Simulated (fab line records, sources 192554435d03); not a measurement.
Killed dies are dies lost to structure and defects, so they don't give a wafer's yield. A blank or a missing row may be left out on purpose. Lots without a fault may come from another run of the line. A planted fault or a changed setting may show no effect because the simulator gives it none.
A struck lot beside a sound one | flow n5_finfet | 37 steps out of a route of 1938
Sound: wafers L616.2, L616.4, L616.5. Struck: wafers L603.2, L603.6. (L603.5 of the same lot was not struck and is left out.) The cause comes at the end.
At each step with rows: each side's tool, then ch and its chambers, then its first start. Under that, the readings that differ: sound wafers | struck wafers | difference of the means | sigmas: that difference in standard deviations of wafers without a fault.
alike: readings whose means differ by less than 2 such deviations, and words and numbers that are the same on both sides. not compared: withheld readings, readings that some wafer has no value for, bounds like >300 that may hide the same value, and numbers for which the record gives no deviation and whose values overlap.
The two part at a step that has a row with sigmas, a row that says differs or no value, or rows on one side only. Numbers that don't overlap but have no deviation are shown without sigmas and don't part them. A reading that every wafer of one side lacks parts them only if that side has two wafers or more.

first, 8 steps without rows for these wafers: N5_BEOL_M15_SPUTTER_43 (material TaN, target thk 15 nm, time 24.19 s); N5_BEOL_M15_SPUTTER_44 (material Ta, target thk 15 nm, time 24.19 s); N5_BEOL_M15_SPUTTER_45 (material Cu, target thk 100 nm, time 16.67 s); N5_BEOL_M15_ECD_47 (material Cu, target thk 1860 nm); N5_BEOL_M15_ANNEAL_48 (time 90 s); N5_BEOL_M15_CMP_49 (polishes, stops on SiO2, t overpolish 4.9 s, target thk 850 nm); N5_BEOL_M15_PRE_CLEAN_52 (time 15 s); N5_BEOL_M15_DEP_53 (deposits SiCN from 3MS/NH3, target thk 50 nm, time 17.8 s).
N5_PASSIVATION_PECVD_00: deposits SiO2 from SiH4/N2O, target thk 200 nm, time 11.2 s.
  sound on pecvd-04 ch 0,1, day 18 07:56; struck on pecvd-03 ch 1,2, day 14 07:26
  reading                                        | sound           | struck      | difference | sigmas
  model.SiO2_of_PASSIVATION_PECVD_00.thk_nm (nm) | 198.4 203.2 202 | 154.6 154.6 | -46.6      |
  alike: heater_power_w, showerhead_plenum_p_Torr, throttle_valve_pct
  not compared: since_wet_clean_h
then, 26 steps without rows for these wafers: N5_MIM_BOT_DEGAS_01 (time 60 s); N5_MIM_BOT_SPUTTER_00 (material TiN, target thk 35 nm, time 89.7 s); N5_MIM_TOP_ALD_00 (deposits Al2O3, purge time 3 s, co reactant pulse time 3 s); N5_MIM_TOP_ALD_01 (deposits HfO2, target thk 5.6 nm, pulse time 1 s, purge time 3 s); N5_MIM_TOP_ALD_02 (deposits Al2O3, purge time 3 s, co reactant pulse time 3 s); N5_MIM_TOP_DEGAS_04 (time 60 s); N5_MIM_TOP_SPUTTER_03 (material TiN, target thk 35 nm, time 89.7 s); N5_MIM_TOP_LITHO_HMDS_01 (time 60 s); N5_MIM_TOP_LITHO_COAT_02; N5_MIM_TOP_LITHO_EBR_04; N5_MIM_TOP_LITHO_SOFTBAKE_03 (time 90 s); N5_MIM_TOP_LITHO_EXPOSE_05 (exposes mask MIM TOP, target cd 2000 nm); N5_MIM_TOP_LITHO_PEB_06; N5_MIM_TOP_LITHO_DEVELOP_07 (develop time 60 s); N5_MIM_TOP_LITHO_HARDBAKE_09 (time 120 s); N5_MIM_TOP_LITHO_DESCUM_10 (chemistry O2, time 7.9 s); N5_MIM_TOP_ETCH_ETCH_00 (etches TiN in Cl2/BCl3, target depth 38.5 nm); N5_MIM_TOP_ETCH_STRIP_01 (strips in O2); N5_MIM_TOP_ETCH_PECVD_03 (deposits SiNx from SiH4/NH3/N2, target thk 20 nm, time 17.6 s); N5_MIM_BOT_LITHO_HMDS_01 (time 60 s); N5_MIM_BOT_LITHO_COAT_02; N5_MIM_BOT_LITHO_EBR_04; N5_MIM_BOT_LITHO_SOFTBAKE_03 (time 90 s); N5_MIM_BOT_LITHO_EXPOSE_05 (exposes mask MIM BOT); N5_MIM_BOT_LITHO_PEB_06; N5_MIM_BOT_LITHO_DEVELOP_07 (develop time 60 s).
N5_MIM_BOT_ETCH_ETCH_00: etches TiN in Cl2/BCl3, target depth 45.5 nm.
  sound on rie_metal-03 ch 0,1, day 18 13:10; struck on rie_metal-03 ch 1, day 14 11:19
  reading                                        | sound             | struck    | difference | sigmas
  model.SiO2_of_PASSIVATION_PECVD_00.thk_nm (nm) | 195.8 200.6 199.2 | 152.2 152 | -46.4      |
  alike: drypump_motor_current_A, oes_product_au, throttle_valve_pct
  not compared: rf_hours_counter_h
N5_PASSIVATION_PROBE_49:
  the record has rows for the struck wafers here (prober-02, day 14 21:07) and none for the sound ones

WHERE THEY PART
Only at N5_PASSIVATION_PROBE_49, within this record.

WHY: what the simulator had put in
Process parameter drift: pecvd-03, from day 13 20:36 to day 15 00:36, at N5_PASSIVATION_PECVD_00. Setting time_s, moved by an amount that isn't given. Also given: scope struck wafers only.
